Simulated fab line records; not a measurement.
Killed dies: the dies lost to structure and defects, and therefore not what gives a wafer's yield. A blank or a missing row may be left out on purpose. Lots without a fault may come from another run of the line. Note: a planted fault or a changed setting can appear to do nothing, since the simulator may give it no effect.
Matching of chambers ; flow n5_finfet ; 3 sister chambers for N5_BEOL_M3_PRE_CLEAN_60 on cvd_co-01
The step time 15 s. 6 wafers are shown with their chamber, then 11 later ones without.

== WAFERS, EACH WITH ITS CHAMBER ==
wafer;chamber;heater_power_w (W)
L084.2;0;119
L086.4;2;43
L088.2;1;76
L088.4;2;44
L088.6;1;76
L089.1;0;117

== WAFERS WITH NO CHAMBER GIVEN ==
wafer;heater_power_w (W)
L089.3;44
L089.6;77
L091.3;117
L091.4;75
L091.6;45
L093.2;122
L093.5;78
L093.6;44
L096.3;76
L096.5;75
L096.6;117

== EACH ONE'S CHAMBER ==
wafer;from the rows above;in truth
L089.3;2;2
L089.6;1;1
L091.3;0;0
L091.4;1;1
L091.6;2;2
L093.2;0;0
L093.5;1;1
L093.6;2;2
L096.3;1;1
L096.5;1;1
L096.6;0;0
Placed correctly: 11 of 11. Number that these rows cannot place: 0. Wrongly placed: 0.
How it was worked out, from the rows above alone: a wafer's distance from a chamber is the root of the sum, over the readings, of the square of ((its reading less the chamber's mean) divided by the reading's scatter). The wafer belongs to the nearest chamber; if the next one is less than 2 further off, it can't be placed. Each chamber's mean is taken over the wafers shown for it. How the scatter is found: for the shown wafers, subtract from each reading the mean of its chamber, square and add these, divide the total by (wafers less chambers), then take the root.
